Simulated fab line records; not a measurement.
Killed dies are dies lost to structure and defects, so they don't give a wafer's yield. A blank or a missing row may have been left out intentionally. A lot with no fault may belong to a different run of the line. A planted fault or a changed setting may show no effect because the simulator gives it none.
Matching of chambers + flow n5-finfet + N5_FIN_SAQP_ETCH_57 on rie-diel-05 has 4 sister chambers
The step etches SiNx in CH3F/O2, target depth 32.5 nm, time 46.4 s. 16 wafers are shown with their chamber, then 8 later ones without.

## EACH WAFER AND ITS CHAMBER
| wafer  | chamber | showerhead-plenum-p-Torr (Torr) | rf-vpp-V (V) | drypump-motor-current-A (A) |
|--------|---------|---------------------------------|--------------|-----------------------------|
| L075.2 | 2       | 2.14                            | 276          | 6.4                         |
| L075.4 | 3       | 1.88                            | 275          | 5.6                         |
| L075.6 | 1       | 2.07                            | 306          | 5.2                         |
| L079.1 | 1       | 2.07                            | 307          | 5.2                         |
| L079.2 | 3       | 1.88                            | 275          | 5.6                         |
| L079.3 | 0       | 2.08                            | 305          | 6.0                         |
| L080.1 | 3       | 1.88                            | 273          | 5.6                         |
| L080.5 | 1       | 2.07                            | 305          | 5.1                         |
| L080.6 | 2       | 2.14                            | 276          | 6.3                         |
| L081.1 | 1       | 2.07                            | 306          | 5.2                         |
| L081.5 | 3       | 1.87                            | 276          | 5.6                         |
| L081.6 | 2       | 2.13                            | 276          | 6.3                         |
| L083.1 | 3       | 1.87                            | 274          | 5.6                         |
| L083.2 | 0       | 2.08                            | 305          | 6.0                         |
| L083.5 | 2       | 2.13                            | 277          | 6.3                         |
| L084.1 | 3       | 1.87                            | 275          | 5.6                         |

SIGNATURES, as means of the wafers listed above
| reading                  | chamber 0 | chamber 1 | chamber 2 | chamber 3 | scatter within a chamber |
|--------------------------|-----------|-----------|-----------|-----------|--------------------------|
| showerhead-plenum-p-Torr | 2.0800    | 2.0700    | 2.1350    | 1.8750    | 0.00456                  |
| rf-vpp-V                 | 305.00    | 306.00    | 276.25    | 274.67    | 0.821                    |
| drypump-motor-current-A  | 6.000     | 5.175     | 6.325     | 5.600     | 0.0354                   |
Rule: for each reading, subtract the chamber's mean from the wafer's reading, divide by that reading's scatter and square the result; add these up over the readings and take the root, which gives the wafer's distance from the chamber. If the next closest chamber is less than 2 further off than the closest, the wafer can't be placed; otherwise it belongs to the closest. How the scatter is found: for the shown wafers, subtract from each reading the mean of its chamber, square and add these, divide the total by (wafers less chambers), then take the root.

## WAFERS WITHOUT THEIR CHAMBER
| wafer  | showerhead-plenum-p-Torr (Torr) | rf-vpp-V (V) | drypump-motor-current-A (A) |
|--------|---------------------------------|--------------|-----------------------------|
| L084.3 | 2.13                            | 278          | 6.4                         |
| L084.4 | 2.07                            | 306          | 5.2                         |
| L086.1 | 2.06                            | 306          | 5.2                         |
| L086.3 | 2.13                            | 277          | 6.3                         |
| L086.5 | 2.13                            | 277          | 6.3                         |
| L091.1 | 1.87                            | 274          | 5.6                         |
| L091.2 | 2.06                            | 306          | 5.2                         |
| L091.6 | 2.06                            | 306          | 5.2                         |

## EACH ONE'S CHAMBER
| wafer  | from the rows above | in truth |
|--------|---------------------|----------|
| L084.3 | 2                   | 2        |
| L084.4 | 1                   | 1        |
| L086.1 | 1                   | 1        |
| L086.3 | 2                   | 2        |
| L086.5 | 2                   | 2        |
| L091.1 | 3                   | 3        |
| L091.2 | 1                   | 1        |
| L091.6 | 1                   | 1        |
Placed correctly: 8 of 8. Left unplaced by these rows: 0. Placed wrongly: 0.
